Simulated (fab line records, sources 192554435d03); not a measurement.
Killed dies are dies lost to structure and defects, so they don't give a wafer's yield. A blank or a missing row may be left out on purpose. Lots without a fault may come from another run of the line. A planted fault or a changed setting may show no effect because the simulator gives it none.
A struck lot beside a sound one | flow n5_finfet | 15 steps out of a route of 1938
Sound: wafers L899.2, L899.3, L899.5. Struck: wafers L908.1, L908.4, L908.6. The cause comes at the end.
At each step with rows: each side's tool, then ch and its chambers, then its first start. Under that, the readings that differ: sound wafers | struck wafers | difference of the means | sigmas: that difference in standard deviations of wafers without a fault.
alike: readings whose means differ by less than 2 such deviations, and words and numbers that are the same on both sides. not compared: withheld readings, readings that some wafer has no value for, bounds like >300 that may hide the same value, and numbers for which the record gives no deviation and whose values overlap.
The two part at a step that has a row with sigmas, a row that says differs or no value, or rows on one side only. Numbers that don't overlap but have no deviation are shown without sigmas and don't part them. A reading that every wafer of one side lacks parts them only if that side has two wafers or more.

first, 2 steps without rows for these wafers: N5_BEOL_M11_VIA_ETCH_34 (etches SiCOH lowk in C4F6/O2, target depth 184.5 nm, time 69.2 s); N5_BEOL_M11_STRIP_73 (strips in C4F6/O2).
N5_BEOL_M11_STRIP_36: strips in N2/H2.
  sound on rie_diel-05 ch 0,1, day 11 19:37; struck on rie_diel-01 ch 1,3, day 14 00:01
  alike: drypump_motor_current_A, oes_product_au, rf_vpp_V, showerhead_plenum_p_Torr, throttle_valve_pct
  not compared: rf_hours_counter_h
N5_BEOL_M11_TRENCH_ETCH_37: etches SiCOH lowk in C4F6/O2, target depth 148.83 nm, time 48 s.
  sound on rie_diel-05 ch 0,1; struck on rie_diel-01 ch 1,3
  alike: bias_w, drypump_motor_current_A, oes_ar_750_au, oes_product_au, rf_vpp_V, showerhead_plenum_p_Torr, throttle_valve_pct
  not compared: rf_hours_counter_h
N5_BEOL_M11_ETCH_41: etches SiCN in CH3F/O2, target depth 42.6 nm, time 86 s.
  sound on rie_diel-05 ch 0,1; struck on rie_diel-01 ch 1,3
  alike: bias_w, drypump_motor_current_A, oes_product_au, rf_vpp_V, showerhead_plenum_p_Torr, throttle_valve_pct
  not compared: rf_hours_counter_h
N5_BEOL_M11_STRIP_77: strips in N2/H2, time 10 s.
  sound on rie_diel-05 ch 0,1; struck on rie_diel-01 ch 1,3
  alike: drypump_motor_current_A, oes_product_au, rf_vpp_V, showerhead_plenum_p_Torr, throttle_valve_pct
  not compared: rf_hours_counter_h
N5_BEOL_M11_OCD_MEAS_38:
  sound on ocd-01, day 11 19:50; struck on ocd-02, day 14 00:14
  alike: trench_depth_nm
then, 4 steps without rows for these wafers: N5_BEOL_M11_HM_STRIP_39 (strips TiN in peroxide tin strip, target depth 25 nm, time 158 s); N5_BEOL_M11_SRD_40 (time 30 s); N5_BEOL_M11_PRECLEAN_42 (cleans in residue remover, time 60 s); N5_BEOL_M11_SRD_43 (time 30 s).
N5_BEOL_M11_CD_MEAS_35: target cd 70 nm.
  sound on cd_sem-02, day 11 19:59; struck on cd_sem-01, day 14 00:23
  alike: cd_nm
N5_BEOL_M11_CURE_72: cures SiCOH lowk, time 120 s.
  sound on uv_cure-03 ch 1, day 11 20:05; struck on uv_cure-02 ch 2, day 14 00:26
  no value came back on the struck wafers for lamp_power_pct (%), run_length_s (s), wafer_temp_C_max; on the sound wafers lamp_power_pct (%) reads 52.42 52.30 52.29
N5_BEOL_M11_DEGAS_44: time 60 s.
  sound on pvd_sputter-03, day 11 20:43; struck on pvd_sputter-01, day 14 00:50
  alike: heater_power_w
N5_PASSIVATION_PROBE_49:
  sound on prober-01, day 13 14:51; struck on prober-01, day 16 00:01
  alike: defect_limited_yield, killed_at_M0_to_M3, killed_at_M4_up, killed_at_contacts, killed_at_front_end, killed_at_other, killed_dies, killed_open, killed_short, sort_bin_5_function, sort_bin_6_memory, sort_n_pass, sort_yield_pct

WHERE THEY PART
Only at N5_BEOL_M11_CURE_72, within this record. Later steps at which nothing parts them and some readings are alike: N5_BEOL_M11_DEGAS_44, N5_PASSIVATION_PROBE_49.

WHY: what the simulator had put in
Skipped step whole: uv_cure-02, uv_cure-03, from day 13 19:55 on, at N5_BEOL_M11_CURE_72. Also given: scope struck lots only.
